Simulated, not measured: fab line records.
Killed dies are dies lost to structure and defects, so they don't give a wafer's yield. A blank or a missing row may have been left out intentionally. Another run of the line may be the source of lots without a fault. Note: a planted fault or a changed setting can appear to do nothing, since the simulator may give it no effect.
fab line records + flow n5-finfet
[record]
- lots = 7
- wafers = 39
route steps=1938 shown PAD_METAL@1896
start-h: start of the lot's first displayed wafer, in hours after the record's first day + wait-h: hours elapsed since this lot's preceding step + " same as the row above + L1.1+2: several wafers, shown together as one row + - no value, or no start was given + * or withheld: withheld + < > ~ a bound
route shown NAME@n: a module of which the file shows steps, and the number in the route of the first + usual: mean/standard deviation of fault-free wafers + same: alike in all rows + chamber/n: place in a boat + sites: the reading at each site + _std_site: standard deviation across them + _edge_site: the outer-site mean with the inner-site mean subtracted + radius-mm: for every site, how far away it sits from the centre of the wafer + mask NAME#n: copy n + behind: the most recent tool/chamber to have shaped the wafer + hold: cause of the lot's hold/its duration in hours/its outcome + device: whichever transistor did not switch (one of n, p or np) + end of line: the tests these same wafers got at the end of their route + a step without rows: its recipe alone + killed: dies lost to structure and defects at the first sort, not the wafer's yield + map: a wafer's dies, x killed, . not, _ none there
set.NAME: setting as actually run; set.NAME@STEP: the setting as run at that earlier step + model.NAME: the simulator's own value behind a step, which no gauge read
one table per step and one row per wafer, for lots whose settings were changed on purpose
[[steps]]
[step N5_PASSIVATION_AL_DEP_21]
[recipe]
- material = Al
- target-thk-a = 28000
- temp-c = 400
- time-s = 170
- power-w = 30000
- chamber-pressure-pa = 0.4
- gas = Ar
| lot.wafer | tool           | chamber | start-h | wait-h | set.target-thk-a | model.Al_of_PASSIVATION_AL_DEP_21.thk-nm |
|-----------|----------------|---------|---------|--------|------------------|------------------------------------------|
| L074.1    | pvd-sputter-02 | -       | 286.78  | 0.1    | 35590            | 3557                                     |
| L074.2    | "              | -       | "       | "      | 28000            | 2790                                     |
| L074.3    | "              | -       | "       | "      | 28000            | 2793                                     |
| L074.4    | "              | -       | "       | "      | 35590            | 3552                                     |
| L074.5    | "              | -       | "       | "      | 35590            | 3553                                     |
| L074.6    | "              | -       | "       | "      | 28000            | 2804                                     |
| L078.1    | pvd-sputter-01 | -       | 331.68  | 0.1    | 17420            | 1698                                     |
| L078.2    | "              | -       | "       | "      | 28000            | 2778                                     |
| L078.3    | "              | -       | "       | "      | 17420            | 1696                                     |
| L078.4    | "              | -       | "       | "      | 28000            | 2747                                     |
| L078.5    | "              | -       | "       | "      | 17420            | 1713                                     |
| L078.6    | "              | -       | "       | "      | 28000            | 2767                                     |
| L080.1    | pvd-sputter-01 | -       | 352.57  | 0.1    | 16190            | 1609                                     |
| L080.2    | "              | -       | "       | "      | 28000            | 2779                                     |
| L080.3    | "              | -       | "       | "      | 16190            | 1593                                     |
| L080.4    | "              | -       | "       | "      | 16190            | 1647                                     |
| L080.5    | "              | -       | "       | "      | 28000            | 2786                                     |
| L080.6    | "              | -       | "       | "      | 28000            | 2808                                     |
| L088.1    | pvd-sputter-03 | -       | 463.06  | 0.1    | 28000            | 2811                                     |
| L088.3    | "              | -       | "       | "      | 28000            | 2803                                     |
| L088.5    | "              | -       | "       | "      | 28000            | 2836                                     |
| L097.1    | pvd-sputter-03 | -       | 478.48  | 0.1    | 28000            | 2821                                     |
| L097.2    | "              | -       | "       | "      | 28000            | 2823                                     |
| L097.3    | "              | -       | "       | "      | 28000            | 2827                                     |
| L097.4    | "              | -       | "       | "      | 28000            | 2788                                     |
| L097.5    | "              | -       | "       | "      | 28000            | 2796                                     |
| L097.6    | "              | -       | "       | "      | 28000            | 2810                                     |
| L089.1    | pvd-sputter-01 | -       | 499.69  | 0.1    | 28000            | 2804                                     |
| L089.2    | "              | -       | "       | "      | 28000            | 2801                                     |
| L089.3    | "              | -       | "       | "      | 28000            | 2788                                     |
| L089.4    | "              | -       | "       | "      | 28000            | 2813                                     |
| L089.5    | "              | -       | "       | "      | 28000            | 2807                                     |
| L089.6    | "              | -       | "       | "      | 28000            | 2818                                     |
| L094.1    | pvd-sputter-02 | -       | 503.45  | 0.1    | 28000            | 2761                                     |
| L094.2    | "              | -       | "       | "      | 28000            | 2778                                     |
| L094.3    | "              | -       | "       | "      | 16360            | 1622                                     |
| L094.4    | "              | -       | "       | "      | 16360            | 1611                                     |
| L094.5    | "              | -       | "       | "      | 16360            | 1609                                     |
| L094.6    | "              | -       | "       | "      | 28000            | 2766                                     |
[[key]]
[split]
- step = N5_PASSIVATION_AL_DEP_21
- setting = target-thk-a
- stated = 28000
- by = wafer
[response]
- step = N5_PASSIVATION_AL_DEP_21
- reading = model.Al_of_PASSIVATION_AL_DEP_21.thk-nm
- change = +27.9
- per = 1%
- r = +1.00
